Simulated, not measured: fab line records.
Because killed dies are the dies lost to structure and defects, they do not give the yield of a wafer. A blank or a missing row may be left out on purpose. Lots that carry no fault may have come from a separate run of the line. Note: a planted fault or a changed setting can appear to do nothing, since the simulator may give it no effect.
Split-lot study -- flow n5_finfet -- route with 1938 steps; 7 lots, 21 wafers read

## ABOUT THE SPLIT
At N5_BEOL_M2_COAT_67 (time 60 s, resist thk 60 nm), the setting spin_rpm was moved away from the recipe's 1500 rpm on 4 of the 21 wafers read, by -8.3% to +8.4%. For the rest of the wafers, this setting stayed at what the recipe calls for.

## FROM THE SPLIT TO THE READING: what the file shows between them, 8 steps
- N5_BEOL_M2_DESCUM_33: chemistry O2, time 7 s (also split here: time_s)
- N5_BEOL_M2_ETCH_77: etches underlayer in N2/H2, target depth 6.5 nm, time 5.2 s
- N5_BEOL_M2_ETCH_69: etches SiARC in CF4, target depth 15.6 nm, time 26 s
- N5_BEOL_M2_ALD_98: deposits SiO2, target thk 2.5 nm, pulse time 1 s, co reactant pulse time 1 s
- N5_BEOL_M2_ETCHBACK_99: etches SiO2 in CHF3, target depth 5 nm, time 10.4 s
- N5_BEOL_M2_ETCH_70: etches SOC in N2/H2, target depth 80 nm, overetch 24 nm, time 130 s
- N5_BEOL_M2_STRIP_71: strips in N2/H2
- N5_BEOL_M2_STRIP_78: strips in N2/H2

## THE READING
SOC_of_BEOL_M2_COAT_67.thk_nm (the simulator's own value, which no gauge read), in nm, at N5_BEOL_M2_VIA_ETCH_34 (etches the open film in C4F6/O2, target depth 69.4 nm, time 65.9 s). No usual value for it is given in the file. The 17 wafers here that ran the recipe average 51.7 nm, standard deviation 0.27 nm.

wafer,"tool, chamber at the split","spin_rpm as run, rpm",against the recipe,"SOC_of_BEOL_M2_COAT_67.thk_nm, nm",against lot-mates on the recipe
L075.2,"litho_track-04, 0",1420,-5.3%,53.4,+1.4
L075.3,"litho_track-04, 0",1420,-5.3%,53.8,+1.8
L075.5,"litho_track-04, 0",1500,recipe,52,-
L083.1,"litho_track-04, 0",1500,recipe,51.6,-
L083.5,"litho_track-04, 0",1500,recipe,51.6,-
L083.2,"litho_track-04, 0",1500,recipe,52,-
L087.2,"litho_track-02, 0",1500,recipe,51.8,-
L087.6,"litho_track-02, 0",1500,recipe,51.8,-
L087.5,"litho_track-02, 0",1500,recipe,51.4,-
L089.2,"litho_track-02, 0",1500,recipe,51.6,-
L089.5,"litho_track-02, 0",1500,recipe,51.6,-
L089.6,"litho_track-02, 0",1500,recipe,51.8,-
L093.1,"litho_track-04, 0",1500,recipe,52.2,-
L093.2,"litho_track-04, 0",1500,recipe,51.6,-
L093.5,"litho_track-04, 0",1375,-8.3%,54.6,+2.7
L094.1,"litho_track-04, 0",1500,recipe,51.4,-
L094.3,"litho_track-04, 0",1626,+8.4%,48.8,-2.5
L094.4,"litho_track-04, 0",1500,recipe,51.2,-
L095.4,"litho_track-02, 0",1500,recipe,52.2,-
L095.5,"litho_track-02, 0",1500,recipe,51.6,-
L095.6,"litho_track-02, 0",1500,recipe,51.6,-

FIT RESULTS
A straight line over all 21 wafers: SOC_of_BEOL_M2_COAT_67.thk_nm changes by -0.349 nm for each +1% of spin_rpm; r = -0.97; the points scatter about the line by 0.26 nm.
The same after taking each lot's own level away (the mean of its wafers on the recipe; 21 wafers): -0.307 nm for each +1%; r = -0.98; scatter 0.2 nm.
That fit puts the effect of the largest move of spin_rpm on the reading at 2.6 nm.
Measured against the standard deviation above, the lots' own levels, which go from 51.30 to 52.00 nm, span 2.6 times it.
In other words, the slope is changed by the lot-to-lot level; the two fits disagree.
Check: -2.64 nm against its lot-mates is what the line predicts for one of the wafers moved furthest among these (+8.4%) when that wafer is left out of the fit. It came out at -2.5 nm against them.

## OTHER SPLITS ON THESE WAFERS
Before the reading, these wafers also passed through other splits. Each is held against what the fit with the lots' levels taken away leaves over:
other split on the same wafers,wafers away from the commonest value,r with SOC_of_BEOL_M2_COAT_67.thk_nm (lot level and that fit taken away)
N5_SDB_COAT_03 spin_rpm,5,+0.13
N5_HKMG_FIN_ETCH_54 source_w,9,+0.14
N5_GATE_CUT_CUT_ETCH_53 icp_w,4,-0.05
N5_MOL_CONTACT_COAG_COAT_76 spin_rpm,7,-0.01
N5_MOL_CONTACT_COAG_VIA_ETCH_117 bias_w,7,-0.24
N5_MOL_CONTACT_COAG_ETCH_124 bias_w,8,-0.18
N5_BEOL_M2_DESCUM_33 time_s,6,+0.09

## THE WHOLE CHAIN: every reading that the file lists as answering this split, in the file's order
step,what it does,reading,change (the file's fit),r (the file's)
N5_BEOL_M2_COAT_67,"time 60 s, resist thk 60 nm","SOC_of_BEOL_M2_COAT_67.thk_nm (the simulator's own value, which no gauge read)",-0.3 nm for each +1% of the setting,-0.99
N5_BEOL_M2_ETCH_70,"etches SOC in N2/H2, target depth 80 nm, overetch 24 nm, time 130 s","etch.depth_nm (the simulator's own value, which no gauge read)",-0.296 nm for each +1% of the setting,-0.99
N5_BEOL_M2_VIA_ETCH_34,"etches the open film in C4F6/O2, target depth 69.4 nm, time 65.9 s","SOC_of_BEOL_M2_COAT_67.thk_nm (the simulator's own value, which no gauge read)",-0.309 nm for each +1% of the setting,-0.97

## THE FILE'S OWN FIT
SOC_of_BEOL_M2_COAT_67.thk_nm changes by -0.309 nm for each +1% of spin_rpm, r = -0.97.
